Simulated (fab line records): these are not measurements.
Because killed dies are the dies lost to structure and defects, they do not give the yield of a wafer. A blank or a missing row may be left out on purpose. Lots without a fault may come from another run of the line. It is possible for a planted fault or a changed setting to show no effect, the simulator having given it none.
What tool caused it? | flow n5_finfet | 24 lots, 72 wafers sampled, at 6 steps of a route of 1938

WHAT THE GAUGES SHOWED, per wafer
The record holds no reading of a measuring or inspecting step that can be judged against a usual standard deviation.

EACH LOT AND THE TOOL THAT RAN IT (in order: tool; ch and the chambers of the sampled wafers; start)
lot  | N5_BEOL_M1_PRE_CLEAN_45      | N5_BEOL_M1_SPUTTER_92        | N5_BEOL_M1_SPUTTER_96        | N5_BEOL_M2_PECVD_72             | N5_BEOL_M2_SURFACE_TREAT_85  | N5_BEOL_M2_SPUTTER_79
L074 | pvd_sputter-02, day 6 01:42  | pvd_sputter-03, day 6 04:52  | pvd_sputter-03, day 6 05:19  | pecvd-02 ch 0,1, day 6 06:52    | pvd_sputter-02, day 6 19:39  | pvd_sputter-02, day 6 20:10
L075 | pvd_sputter-03, day 6 19:19  | pvd_sputter-01, day 6 21:24  | pvd_sputter-01, day 6 21:50  | pecvd-01 ch 0,2, day 6 23:14    | pvd_sputter-02, day 7 08:07  | pvd_sputter-02, day 7 08:38
L076 | pvd_sputter-03, day 6 22:19  | pvd_sputter-03, day 7 00:09  | pvd_sputter-03, day 7 00:35  | pecvd-01 ch 1,2, day 7 01:49    | pvd_sputter-02, day 7 08:16  | pvd_sputter-03, day 7 08:51
L077 | pvd_sputter-02, day 6 22:33  | pvd_sputter-01, day 7 00:25  | pvd_sputter-01, day 7 00:51  | pecvd-03 ch 0,1, day 7 02:04    | pvd_sputter-02, day 7 08:20  | pvd_sputter-01, day 7 08:58
L078 | pvd_sputter-03, day 6 22:45  | pvd_sputter-02, day 7 00:37  | pvd_sputter-02, day 7 01:03  | pecvd-03 ch 0,2, day 7 02:16    | pvd_sputter-03, day 7 08:28  | pvd_sputter-02, day 7 10:34
L079 | pvd_sputter-01, day 7 04:51  | pvd_sputter-03, day 7 07:08  | pvd_sputter-03, day 7 07:35  | pecvd-01 ch 0,1, day 7 09:22    | pvd_sputter-02, day 7 17:46  | pvd_sputter-02, day 7 18:17
L081 | pvd_sputter-01, day 7 20:26  | pvd_sputter-02, day 7 22:25  | pvd_sputter-02, day 7 22:52  | pecvd-03 ch 0,2, day 8 00:05    | pvd_sputter-01, day 8 06:34  | pvd_sputter-01, day 8 07:02
L080 | pvd_sputter-03, day 7 23:50  | pvd_sputter-02, day 8 02:01  | pvd_sputter-02, day 8 02:28  | pecvd-01 ch 0,1, day 8 03:44    | pvd_sputter-01, day 8 08:39  | pvd_sputter-02, day 8 09:10
L082 | pvd_sputter-02, day 8 03:06  | pvd_sputter-02, day 8 07:33  | pvd_sputter-02, day 8 07:59  | pecvd-02 ch 1,2, day 8 09:14    | pvd_sputter-03, day 8 14:41  | pvd_sputter-01, day 8 16:44
L083 | pvd_sputter-01, day 8 14:13  | pvd_sputter-03, day 8 16:03  | pvd_sputter-03, day 8 16:29  | pecvd-01 ch 0,1,2, day 8 17:50  | pvd_sputter-01, day 9 06:44  | pvd_sputter-02, day 9 07:15
L084 | pvd_sputter-02, day 8 18:37  | pvd_sputter-01, day 8 20:36  | pvd_sputter-01, day 8 21:02  | pecvd-03 ch 0,1,2, day 8 22:16  | pvd_sputter-03, day 9 07:06  | pvd_sputter-03, day 9 07:33
L085 | pvd_sputter-02, day 9 02:28  | pvd_sputter-02, day 9 04:23  | pvd_sputter-02, day 9 04:50  | pecvd-03 ch 0,1, day 9 06:04    | pvd_sputter-01, day 9 09:50  | pvd_sputter-03, day 9 10:19
L086 | pvd_sputter-02, day 9 09:42  | pvd_sputter-01, day 9 11:43  | pvd_sputter-01, day 9 12:09  | pecvd-03 ch 0,2, day 9 13:29    | pvd_sputter-01, day 9 20:58  | pvd_sputter-03, day 9 21:37
L087 | pvd_sputter-02, day 9 20:45  | pvd_sputter-03, day 10 00:33 | pvd_sputter-03, day 10 00:59 | pecvd-02 ch 0,1, day 10 02:13   | pvd_sputter-03, day 10 08:35 | pvd_sputter-02, day 10 09:06
L088 | pvd_sputter-03, day 10 01:44 | pvd_sputter-03, day 10 03:35 | pvd_sputter-03, day 10 04:02 | pecvd-01 ch 1,2, day 10 05:29   | pvd_sputter-03, day 10 11:12 | pvd_sputter-03, day 10 11:44
L089 | pvd_sputter-02, day 10 04:16 | pvd_sputter-01, day 10 07:44 | pvd_sputter-01, day 10 08:10 | pecvd-03 ch 0,1,2, day 10 09:25 | pvd_sputter-02, day 10 14:04 | pvd_sputter-02, day 10 14:50
L090 | pvd_sputter-01, day 10 09:24 | pvd_sputter-01, day 10 11:16 | pvd_sputter-01, day 10 11:42 | pecvd-03 ch 0,2, day 10 12:56   | pvd_sputter-03, day 10 19:22 | pvd_sputter-01, day 10 19:48
L091 | pvd_sputter-02, day 10 16:35 | pvd_sputter-01, day 10 18:32 | pvd_sputter-01, day 10 18:58 | pecvd-03 ch 0,1,2, day 10 20:28 | pvd_sputter-02, day 11 04:05 | pvd_sputter-01, day 11 04:53
L092 | pvd_sputter-01, day 10 19:05 | pvd_sputter-03, day 10 20:55 | pvd_sputter-03, day 10 21:22 | pecvd-03 ch 0,1, day 10 22:43   | pvd_sputter-03, day 11 05:26 | pvd_sputter-03, day 11 05:54
L093 | pvd_sputter-02, day 10 23:50 | pvd_sputter-02, day 11 01:50 | pvd_sputter-02, day 11 02:17 | pecvd-01 ch 0,1,2, day 11 03:31 | pvd_sputter-01, day 11 07:45 | pvd_sputter-01, day 11 08:22
L094 | pvd_sputter-02, day 11 06:52 | pvd_sputter-02, day 11 08:55 | pvd_sputter-02, day 11 09:22 | pecvd-02 ch 0,1, day 11 10:40   | pvd_sputter-02, day 11 16:39 | pvd_sputter-03, day 11 17:44
L095 | pvd_sputter-03, day 11 10:02 | pvd_sputter-02, day 11 11:54 | pvd_sputter-02, day 11 12:20 | pecvd-03 ch 1,2, day 11 13:37   | pvd_sputter-03, day 11 20:08 | pvd_sputter-02, day 11 20:45
L096 | pvd_sputter-02, day 11 20:25 | pvd_sputter-02, day 12 00:03 | pvd_sputter-02, day 12 00:29 | pecvd-02 ch 0,1,2, day 12 01:46 | pvd_sputter-01, day 12 06:34 | pvd_sputter-03, day 12 07:07
L097 | pvd_sputter-01, day 11 23:35 | pvd_sputter-01, day 12 01:32 | pvd_sputter-01, day 12 01:58 | pecvd-03 ch 0,2, day 12 03:11   | pvd_sputter-02, day 12 10:09 | pvd_sputter-03, day 12 10:41
- N5_BEOL_M1_PRE_CLEAN_45: time 30 s.
- N5_BEOL_M1_SPUTTER_92: material Cu, target thk 4.5 nm, time 8.29 s.
- N5_BEOL_M1_SPUTTER_96: material Cu, target thk 4.5 nm, time 8.29 s.
- N5_BEOL_M2_PECVD_72: deposits SiO2 from TEOS/O2, target thk 16 nm, time 18 s.
- N5_BEOL_M2_SURFACE_TREAT_85
- N5_BEOL_M2_SPUTTER_79: material Cu, target thk 4.5 nm, time 8.29 s.

AS READ BY THE TOOLS THEMSELVES (means over the sampled wafers that have a number; for cases with no such wafer, the mark the record gives instead)
N5_BEOL_M1_PRE_CLEAN_45. Usual: heater_power_w at 356 W, with a standard deviation of 49.
lot  | tool           | heater_power_w (W) | flag
L074 | pvd_sputter-02 | 382                |
L075 | pvd_sputter-03 | 341                |
L076 | pvd_sputter-03 | 330                |
L077 | pvd_sputter-02 | 351                |
L078 | pvd_sputter-03 | 357                |
L079 | pvd_sputter-01 | 401                |
L081 | pvd_sputter-01 | 328                |
L080 | pvd_sputter-03 | 346                |
L082 | pvd_sputter-02 | 323                |
L083 | pvd_sputter-01 | 308                |
L084 | pvd_sputter-02 | 407                |
L085 | pvd_sputter-02 | 327                |
L086 | pvd_sputter-02 | 383                |
L087 | pvd_sputter-02 | 348                |
L088 | pvd_sputter-03 | 363                |
L089 | pvd_sputter-02 | 384                |
L090 | pvd_sputter-01 | 310                |
L091 | pvd_sputter-02 | 355                |
L092 | pvd_sputter-01 | 342                |
L093 | pvd_sputter-02 | 348                |
L094 | pvd_sputter-02 | 382                |
L095 | pvd_sputter-03 | 325                |
L096 | pvd_sputter-02 | 350                |
L097 | pvd_sputter-01 | 404                |

N5_BEOL_M1_SPUTTER_92. Usual: throttle_valve_pct at 30.5 %, with a standard deviation of 0.85.
lot  | tool           | throttle_valve_pct (%) | flag
L074 | pvd_sputter-03 | 30.9                   |
L075 | pvd_sputter-01 | 30.6                   |
L076 | pvd_sputter-03 | 29.7                   |
L077 | pvd_sputter-01 | 30.7                   |
L078 | pvd_sputter-02 | 30.6                   |
L079 | pvd_sputter-03 | 29.7                   |
L081 | pvd_sputter-02 | 30.9                   |
L080 | pvd_sputter-02 | 30.2                   |
L082 | pvd_sputter-02 | 30.2                   |
L083 | pvd_sputter-03 | 29.7                   |
L084 | pvd_sputter-01 | 30.9                   |
L085 | pvd_sputter-02 | 30.2                   |
L086 | pvd_sputter-01 | 31.0                   |
L087 | pvd_sputter-03 | 29.6                   |
L088 | pvd_sputter-03 | 29.6                   |
L089 | pvd_sputter-01 | 30.7                   |
L090 | pvd_sputter-01 | 31.1                   |
L091 | pvd_sputter-01 | 31.3                   |
L092 | pvd_sputter-03 | 30.3                   |
L093 | pvd_sputter-02 | 29.9                   |
L094 | pvd_sputter-02 | 30.2                   |
L095 | pvd_sputter-02 | 31.2                   |
L096 | pvd_sputter-02 | 30.2                   |
L097 | pvd_sputter-01 | 31.7                   |

N5_BEOL_M1_SPUTTER_96. Usual: throttle_valve_pct at 30.5 %, with a standard deviation of 0.85.
lot  | tool           | throttle_valve_pct (%) | flag
L074 | pvd_sputter-03 | 30.8                   |
L075 | pvd_sputter-01 | 30.8                   |
L076 | pvd_sputter-03 | 29.8                   |
L077 | pvd_sputter-01 | 30.8                   |
L078 | pvd_sputter-02 | 30.8                   |
L079 | pvd_sputter-03 | 29.5                   |
L081 | pvd_sputter-02 | 30.9                   |
L080 | pvd_sputter-02 | 30.3                   |
L082 | pvd_sputter-02 | 30.2                   |
L083 | pvd_sputter-03 | 29.7                   |
L084 | pvd_sputter-01 | 30.9                   |
L085 | pvd_sputter-02 | 30.2                   |
L086 | pvd_sputter-01 | 30.9                   |
L087 | pvd_sputter-03 | 29.7                   |
L088 | pvd_sputter-03 | 29.8                   |
L089 | pvd_sputter-01 | 30.8                   |
L090 | pvd_sputter-01 | 31.1                   |
L091 | pvd_sputter-01 | 31.2                   |
L092 | pvd_sputter-03 | 30.3                   |
L093 | pvd_sputter-02 | 29.9                   |
L094 | pvd_sputter-02 | 30.3                   |
L095 | pvd_sputter-02 | 31.2                   |
L096 | pvd_sputter-02 | 30.4                   |
L097 | pvd_sputter-01 | 31.8                   |

N5_BEOL_M2_PECVD_72. Usual: heater_power_w 694 W, standard deviation 76; showerhead_plenum_p_Torr 8.80 Torr, standard deviation 0.055; throttle_valve_pct 22.8 %, standard deviation 1.5.
lot  | tool     | heater_power_w (W) | showerhead_plenum_p_Torr (Torr) | throttle_valve_pct (%) | flag
L074 | pecvd-02 | 644                | 8.85                            | 22.4                   |
L075 | pecvd-01 | 703                | 8.79                            | 22.6                   |
L076 | pecvd-01 | 769                | 8.83                            | 23.5                   |
L077 | pecvd-03 | 700                | 8.76                            | 22.7                   |
L078 | pecvd-03 | 671                | 8.75                            | 22.4                   |
L079 | pecvd-01 | 740                | 8.78                            | 25.3                   |
L081 | pecvd-03 | 680                | 8.79                            | 22.1                   |
L080 | pecvd-01 | 749                | 8.79                            | 25.4                   |
L082 | pecvd-02 | 626                | 8.79                            | 20.9                   |
L083 | pecvd-01 | 759                | 8.81                            | 24.1                   |
L084 | pecvd-03 | 674                | 8.79                            | 22.3                   |
L085 | pecvd-03 | 702                | 8.81                            | 22.3                   |
L086 | pecvd-03 | 679                | 8.78                            | 22.6                   |
L087 | pecvd-02 | 658                | 8.83                            | 22.4                   |
L088 | pecvd-01 | 709                | 8.81                            | 23.5                   |
L089 | pecvd-03 | 723                | 8.80                            | 22.3                   |
L090 | pecvd-03 | 676                | 8.77                            | 22.7                   |
L091 | pecvd-03 | 720                | 8.79                            | 22.3                   |
L092 | pecvd-03 | 627                | 8.78                            | 22.5                   |
L093 | pecvd-01 | 779                | 8.79                            | 24.1                   |
L094 | pecvd-02 | 684                | 8.79                            | 23.0                   |
L095 | pecvd-03 | 628                | 8.82                            | 22.1                   |
L096 | pecvd-02 | 676                | 8.81                            | 22.0                   |
L097 | pecvd-03 | 645                | 8.81                            | 22.4                   |

N5_BEOL_M2_SPUTTER_79. Usual: throttle_valve_pct at 30.4 %, with a standard deviation of 0.87.
lot  | tool           | throttle_valve_pct (%) | flag
L074 | pvd_sputter-02 | 30.6                   |
L075 | pvd_sputter-02 | 31.0                   |
L076 | pvd_sputter-03 | 29.8                   |
L077 | pvd_sputter-01 | 30.9                   |
L078 | pvd_sputter-02 | 30.4                   |
L079 | pvd_sputter-02 | 29.6                   |
L081 | pvd_sputter-01 | 30.2                   |
L080 | pvd_sputter-02 | 30.6                   |
L082 | pvd_sputter-01 | 30.8                   |
L083 | pvd_sputter-02 | 30.0                   |
L084 | pvd_sputter-03 | 30.7                   |
L085 | pvd_sputter-03 | 29.6                   |
L086 | pvd_sputter-03 | 30.3                   |
L087 | pvd_sputter-02 | 30.6                   |
L088 | pvd_sputter-03 | 30.1                   |
L089 | pvd_sputter-02 | 30.6                   |
L090 | pvd_sputter-01 | 30.6                   |
L091 | pvd_sputter-01 | 31.2                   |
L092 | pvd_sputter-03 | 30.2                   |
L093 | pvd_sputter-01 | 30.9                   |
L094 | pvd_sputter-03 | 29.7                   |
L095 | pvd_sputter-02 | 29.6                   |
L096 | pvd_sputter-03 | 30.2                   |
L097 | pvd_sputter-03 | 30.3                   |

THE ANSWER, worked out from the rows above alone
Rule: lot off if the mean of its wafers having a number is beyond 3 standard deviations from the usual mean. Also off: a lot with no number at a reading for which 4 or more lots have one. Where the step has rows for the other lots, those lots are counted as sound. First the gauges in route order, then the tools' own readings, where a lot's mean is used as printed above. At the first step where some lot is off, the reading lying furthest off is the one used; lots without a number count as furthest.
None of the lots is off at any reading shown; this tells nothing.

WHAT THE SIMULATOR HAD INSERTED
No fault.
